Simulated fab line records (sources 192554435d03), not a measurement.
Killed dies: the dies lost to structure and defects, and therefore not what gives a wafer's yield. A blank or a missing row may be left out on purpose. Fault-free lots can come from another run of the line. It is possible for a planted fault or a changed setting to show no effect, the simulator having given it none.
A lot that was struck, set against a sound lot :: flow n5 finfet :: 22 steps out of a route of 1938
Sound: the wafers L269.2, L269.4, L269.5. Struck: wafer L280.2 (L280.1, L280.4, from the same lot, were not struck and are left out); the cause is given at the end.
At each step with rows: each side's tool, then ch and its chambers, then its first start. Under that, the readings that differ: sound wafers :: struck wafers :: difference of the means :: sigmas: that difference in standard deviations of wafers without a fault.
alike: readings whose means differ by less than 2 such deviations, and words and numbers that are the same on both sides. not compared: withheld readings, readings that some wafer has no value for, bounds like >300 that may hide the same value, and numbers for which the record gives no deviation and whose values overlap.
Wherever a step has rows on one side only, a row that says differs or no value, or a row with sigmas, the two part there. Non-overlapping numbers with no deviation appear without sigmas and do not part them. A reading missing from all wafers of one side parts the sides only when that side holds two or more wafers.

N5_FIN_CUT_OVL_MEAS_09:
  sound on overlay-01 ch 0, day 3 16:22; struck on overlay-02 ch 0, day 6 08:46
  alike: FIN_CUT_OVL
N5_FIN_CUT_INSPECT_10: inspects for defects (brightfield).
  sound: defect inspect-02 at day 3 16:25; struck: defect inspect-02 at day 6 08:49
  alike: raw defect count
N5_FIN_CUT_DESCUM_13: chemistry O2, time 7 s.
  sound on rie diel-05 ch 0,3, day 3 16:27; struck on rie diel-03 ch 3, day 6 08:51
  alike: drypump motor current A, oes product au, rf vpp V, showerhead plenum p Torr, throttle valve pct
  not compared: rf hours counter h
then, 2 steps without rows for these wafers: N5_FIN_CUT_ETCH_30 (etches underlayer in N2/H2, target depth 13 nm, time 10.4 s); N5_FIN_CUT_ETCH_20 (etches SiARC in CF4, target depth 26 nm, time 43.3 s).
N5_FIN_CUT_ETCH_21: etches SOC in N2/H2, target depth 219 nm, overetch 43.8 nm, time 523.5 s.
  sound on rie diel-05 ch 0,3, day 3 16:32; struck on rie diel-03 ch 3, day 6 08:57
  alike: drypump motor current A, n2 flow sccm, oes product au, rf vpp V, showerhead plenum p Torr, throttle valve pct
  not compared: rf hours counter h
then, 4 steps without rows for these wafers: N5_FIN_CUT_STRIP_23 (strips in N2/H2); N5_FIN_CUT_STRIP_31 (strips in N2/H2); N5_FIN_CUT_STRIP_24 (strips in CF4); N5_FIN_CUT_CUT_ETCH_26 (etches SiNx in CH3F/O2, target depth 39 nm, time 55.7 s).
N5_FIN_CUT_CUT_ETCH_27: etches SiO2 in CHF3/O2, target depth 4 nm, overetch 2 nm, time 4.9 s.
  sound on rie diel-05 ch 0,3, day 3 16:56; struck on rie diel-03 ch 3, day 6 09:20
  alike: CHF3_flow_sccm, drypump motor current A, oes_ar_750_au, oes product au, rf vpp V, showerhead plenum p Torr, throttle valve pct
  not compared: rf hours counter h
then, 1 step without rows for these wafers: N5_FIN_CUT_PRECLEAN_35 (cleans in vHF, time 13.3 s).
N5_FIN_CUT_CUT_ETCH_15: etches Si in HBr/Cl2/O2, target depth 100 nm, bt time 10 s, time 42.4 s.
  sound on rie si-04 ch 0,1,3, day 3 17:05; struck on rie si-04 ch 3, day 6 09:29
  alike: drypump motor current A, oes product au, throttle valve pct
  not compared: rf hours counter h
N5_FIN_CUT_CUT_ETCH_28: etches Si in HBr/Cl2/O2, target depth 6 nm, time 2.4 s.
  sound on rie si-04 ch 0,1,3, day 3 17:08; struck on rie si-04 ch 3, day 6 09:32
  alike: drypump motor current A, oes product au, throttle valve pct
  not compared: rf hours counter h
then, 4 steps without rows for these wafers: N5_FIN_CUT_STRIP_22 (strips in N2/H2); N5_FIN_CUT_PRECLEAN_36 (cleans in O3/DIW, time 60 s); N5_FIN_CUT_SRD_32 (time 30 s); N5_FIN_CUT_UV_OZONE_34 (time 120 s).
N5_FIN_CUT_INSPECT_17: inspects for defects (brightfield).
  sound: defect inspect-02 at day 3 17:22; struck: defect inspect-01 at day 6 09:46
reading: raw defect count
sound: 246 190 202
struck: 963
difference: +750
sigmas: +12
N5_STI_FIN_REVEAL_ALD_00: deposits SiO2, target thk 1 nm, pulse time 1 s.
  sound on ald sin-02 ch 0,1,2, day 3 17:32; struck on ald sin-01 ch 0, day 6 09:48
  alike: heater power outer w, heater power w, precursor pulse height rel
-- here the record skips 6 days between the struck wafers' starts before and after, leaving off in module STI_FIN_REVEAL and picking up in module BEOL_M4 (first step shown: number 1111 of the route) --
N5_BEOL_M4_RC_MEAS_101:
  sound on prober-01 ch 0, day 10 17:23; struck on prober-02 ch 0, day 12 18:40
reading: ION_P (uA/um)
sound: 455 456 456
struck: 476
difference: +20
sigmas: +2

reading: VT_N (mV)
sound: 254 249 251
struck: 242
difference: -9
sigmas: -3
  alike: DIBL_N, DIBL_P, IOFF_N, IOFF_P, ION_N, SS_N, SS_P, VT_P
-- the record jumps here: 5 days lie between the struck wafers' starts before and after (it left off in module BEOL_M4 and takes up again in module PASSIVATION, whose first step shown is number 1936 of the route) --
N5_PASSIVATION_PROBE_49:
  sound: prober-01 at day 15 00:35; struck: prober-01 at day 17 14:13
reading: killed at front end
sound: 76 62 44
struck: 92
difference: +31
sigmas: +3

reading: killed open
sound: 91 75 71
struck: 53
difference: -26
sigmas: -2

reading: killed short
sound: 43 40 33
struck: 24
difference: -15
sigmas: -2
  alike: defect limited yield, killed_at_M0_to_M3, killed_at_M4_up, killed at contacts, killed at other, killed dies, killed on rim, sort_bin_4_leakage, sort_bin_5_function, sort_bin_6_memory, sort n pass, sort yield pct

WHERE THEY PART
Last at N5_PASSIVATION_PROBE_49 as far as this record goes, first at N5_FIN_CUT_INSPECT_17.

WHY: what the simulator had put in
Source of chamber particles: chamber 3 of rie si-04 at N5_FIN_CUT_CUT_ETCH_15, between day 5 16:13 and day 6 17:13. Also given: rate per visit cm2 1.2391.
